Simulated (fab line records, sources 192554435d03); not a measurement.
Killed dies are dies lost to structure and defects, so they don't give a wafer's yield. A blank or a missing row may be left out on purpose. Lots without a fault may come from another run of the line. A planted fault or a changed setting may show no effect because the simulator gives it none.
Which tool did it? | flow n5_finfet | 10 lots, 29 wafers sampled, at 5 steps of a route of 1938

WHAT THE GAUGES READ, wafer by wafer
N5_BEOL_M4_RC_MEAS_101.
lot  | measured     | on        | DIBL_N (mV/V)  | DIBL_P (mV/V)  | IOFF_N (nA/um)    | IOFF_P (nA/um) | ION_N (uA/um) | ION_P (uA/um) | SS_N (mV/dec)  | SS_P (mV/dec)  | VT_N (mV)         | VT_P (mV)
L988 | day 9 07:53  | prober-01 | 36.0 36.3 38.3 | 36.4 36.3 39.3 | 0.148 0.160 0.189 | 0.21 0.22 0.27 | 673 675 690   | 468 465 474   | 71.7 70.9 71.7 | 73.7 73.5 74.4 | 253.1 252.2 247.2 | -250 -247 -246
L989 | day 9 14:58  | prober-02 | 34.4 39.7 37.1 | 34.3 39.3 37.0 | 0.115 0.204 0.149 | 0.14 0.20 0.18 | 653 664 666   | 443 447 453   | 70.9 72.2 72.0 | 71.9 73.8 73.4 | 253.0 248.9 252.5 | -259 -254 -256
L991 | day 9 15:22  | prober-01 | 36.4 33.6 34.9 | 37.0 34.0 35.1 | 0.176 0.135 0.156 | 0.25 0.20 0.22 | 679 673 679   | 468 466 468   | 71.1 70.8 71.6 | 73.8 72.3 73.7 | 247.4 251.4 251.6 | -247 -248 -248
L990 | day 9 20:05  | prober-02 | 35.8 36.5 36.2 | 35.7 37.4 37.3 | 0.138 0.160 0.155 | 0.22 0.24 0.24 | 664 672 674   | 461 469 466   | 71.4 71.9 72.1 | 72.8 73.1 72.9 | 252.6 249.0 246.5 | -250 -248 -247
L993 | day 10 12:09 | prober-02 | 37.4 35.2 34.7 | 37.2 35.1 34.6 | 0.176 0.135 0.126 | 0.23 0.20 0.18 | 692 687 679   | 477 476 466   | 72.4 71.7 72.3 | 74.2 73.3 72.6 | 247.8 250.7 253.0 | -248 -252 -252
L994 | day 11 10:22 | prober-01 | 35.9 36.2 38.0 | 35.1 35.7 38.0 | 0.149 0.153 0.192 | 0.18 0.19 0.23 | 667 683 683   | 454 465 467   | 72.2 71.1 71.8 | 73.1 72.3 73.2 | 250.0 248.9 244.7 | -253 -251 -249
L997 | day 11 12:33 | prober-01 | 35.5 38.1 34.7 | 33.6 36.0 32.0 | 0.129 0.174 0.118 | 0.17 0.21 0.15 | 671 686 653   | 458 459 445   | 71.4 71.9 70.9 | 73.4 73.2 72.0 | 253.9 246.4 252.6 | -256 -250 -253
L995 | day 11 12:47 | prober-02 | 35.3 35.3 32.9 | 35.5 35.3 32.6 | 0.162 0.161 0.119 | 0.23 0.23 0.19 | 678 677 666   | 464 464 459   | 71.4 70.8 70.7 | 74.0 73.5 71.7 | 251.4 250.4 253.0 | -245 -248 -247
L106 | day 13 18:20 | prober-02 | 36.1 36.5      | 34.5 35.5      | 0.143 0.158       | 0.21 0.22      | 668 676       | 466 468       | 70.9 71.9      | 72.8 72.2      | 252.3 247.6       | -247 -249
L108 | day 14 10:16 | prober-02 | 36.6 36.2 38.7 | 33.7 33.5 37.3 | 0.141 0.131 0.171 | 0.17 0.17 0.21 | 670 669 675   | 458 457 456   | 71.2 70.7 71.6 | 73.6 72.3 73.7 | 252.5 253.5 247.2 | -254 -254 -250

N5_BEOL_M6_THK_MEAS_01.
lot  | measured     | on            | M6_ILD_THK (nm)
L988 | day 9 20:47  | film_metro-01 | 157.1 155.7 158.8
L989 | day 10 03:36 | film_metro-01 | 153.7 152.7 156.6
L991 | day 10 06:15 | film_metro-01 | 155.2 157.6 155.4
L990 | day 10 08:52 | film_metro-01 | 154.7 160.8 156.0
L993 | day 11 01:23 | film_metro-02 | 154.3 151.3 158.4
L994 | day 11 23:16 | film_metro-02 | 155.6 155.6 158.0
L997 | day 12 01:50 | film_metro-01 | 152.9 154.4 157.8
L995 | day 12 03:39 | film_metro-02 | 157.8 157.9 155.9
L106 | day 14 06:13 | film_metro-02 | 238.9 156.9
L108 | day 15 04:11 | film_metro-01 | 155.1 154.7 157.1

WHICH TOOL RAN EACH LOT (tool, then ch and the chambers of the sampled wafers, then the start)
lot  | N5_BEOL_M5_SPUTTER_81        | N5_BEOL_M5_SPUTTER_88        | N5_BEOL_M6_ILD_DEP_00
L988 | pvd_sputter-02, day 9 15:49  | pvd_sputter-02, day 9 17:59  | pecvd-01 ch 0,2, day 9 20:13
L989 | pvd_sputter-02, day 9 22:32  | pvd_sputter-02, day 10 00:43 | pecvd-01 ch 0,1,2, day 10 03:02
L991 | pvd_sputter-03, day 10 00:39 | pvd_sputter-03, day 10 02:49 | pecvd-02 ch 0,1, day 10 05:40
L990 | pvd_sputter-01, day 10 03:38 | pvd_sputter-01, day 10 05:49 | pecvd-01 ch 1,2, day 10 08:17
L993 | pvd_sputter-03, day 10 20:26 | pvd_sputter-03, day 10 22:37 | pecvd-01 ch 1,2, day 11 00:49
L994 | pvd_sputter-03, day 11 18:03 | pvd_sputter-03, day 11 20:14 | pecvd-03 ch 0,2, day 11 22:32
L997 | pvd_sputter-01, day 11 20:12 | pvd_sputter-01, day 11 22:23 | pecvd-02 ch 0,1,2, day 12 01:16
L995 | pvd_sputter-02, day 11 22:41 | pvd_sputter-02, day 12 00:51 | pecvd-02 ch 0,1,2, day 12 03:05
L106 | pvd_sputter-01, day 14 01:01 | pvd_sputter-01, day 14 03:11 | pecvd-01 ch 0,2, day 14 05:38
L108 | pvd_sputter-01, day 14 22:06 | pvd_sputter-01, day 15 00:17 | pecvd-03 ch 0,1,2, day 15 03:08
- N5_BEOL_M5_SPUTTER_81: material Cu, target thk 15 nm, time 27.62 s.
- N5_BEOL_M5_SPUTTER_88: material Cu, target thk 15 nm, time 27.62 s.
- N5_BEOL_M6_ILD_DEP_00: deposits SiCOH lowk from DEMS/porogen, target thk 179.75 nm, time 33.4 s.

WHAT THE TOOLS THEMSELVES READ (means of the sampled wafers that have a number; where no wafer has one, the mark that the record gives instead)
N5_BEOL_M5_SPUTTER_81.
lot  | tool           | throttle_valve_pct (%)
L988 | pvd_sputter-02 | 30.6
L989 | pvd_sputter-02 | 30.7
L991 | pvd_sputter-03 | 29.0
L990 | pvd_sputter-01 | 28.7
L993 | pvd_sputter-03 | 28.8
L994 | pvd_sputter-03 | 29.1
L997 | pvd_sputter-01 | 29.5
L995 | pvd_sputter-02 | 30.2
L106 | pvd_sputter-01 | 30.6
L108 | pvd_sputter-01 | 29.8

N5_BEOL_M5_SPUTTER_88.
lot  | tool           | throttle_valve_pct (%)
L988 | pvd_sputter-02 | 30.9
L989 | pvd_sputter-02 | 30.6
L991 | pvd_sputter-03 | 29.1
L990 | pvd_sputter-01 | 28.7
L993 | pvd_sputter-03 | 28.8
L994 | pvd_sputter-03 | 29.0
L997 | pvd_sputter-01 | 29.7
L995 | pvd_sputter-02 | 30.3
L106 | pvd_sputter-01 | 30.4
L108 | pvd_sputter-01 | 29.8

N5_BEOL_M6_ILD_DEP_00.
lot  | tool     | chamber_pressure_Torr (Torr) | heater_power_w (W) | showerhead_plenum_p_Torr (Torr) | throttle_valve_pct (%)
L988 | pecvd-01 | 4.997                        | 331                | 5.717                           | 13.6
L989 | pecvd-01 | 4.999                        | 296                | 5.716                           | 13.8
L991 | pecvd-02 | 5.004                        | 320                | 5.744                           | 13.4
L990 | pecvd-01 | 4.999                        | 261                | 5.732                           | 13.6
L993 | pecvd-01 | 5.015                        | 342                | 5.723                           | 13.3
L994 | pecvd-03 | 4.988                        | 336                | 5.740                           | 13.5
L997 | pecvd-02 | 5.016                        | 318                | 5.735                           | 13.5
L995 | pecvd-02 | 4.989                        | 308                | 5.732                           | 13.4
L106 | pecvd-01 | 4.997                        | 306                | 5.726                           | 13.9
L108 | pecvd-03 | 4.999                        | 332                | 5.741                           | 13.8

THE ANSWER, worked out from the rows above alone
Rule: what is usual is taken from the lots themselves. Put in order of their means at a reading, lots are off if they are a third of the lots or fewer, leave a main group of 4 or more, and stand apart from it by a gap of 3 or more times the standard deviation of the main group's means; of several such gaps the widest counts. A main group whose means are all the same, to the digits that the tables above print for the reading, isn't used. A lot without any number at a reading at which 4 lots or more have one is off too. The other lots that the step has rows for count as sound. The gauges are gone through in route order, then the tools' own readings, and for those a lot's mean is taken as printed above. The first step at which some lot is off is used, and at that step the reading that is off furthest; a lot without a number counts as furthest.
Off: L106, at N5_BEOL_M6_THK_MEAS_01 (M6_ILD_THK). The main group: mean 156.0 nm, standard deviation 1.1.
A tool fits if, at a process step before that reading, it ran every lot that is off, and no sound lot after the first of them. The gauges at N5_BEOL_M6_THK_MEAS_01 are tried like those tools. Can't be told from this: 2 tools fit, pecvd-01 at N5_BEOL_M6_ILD_DEP_00, film_metro-02 at N5_BEOL_M6_THK_MEAS_01.

WHAT THE SIMULATOR HAD PUT IN
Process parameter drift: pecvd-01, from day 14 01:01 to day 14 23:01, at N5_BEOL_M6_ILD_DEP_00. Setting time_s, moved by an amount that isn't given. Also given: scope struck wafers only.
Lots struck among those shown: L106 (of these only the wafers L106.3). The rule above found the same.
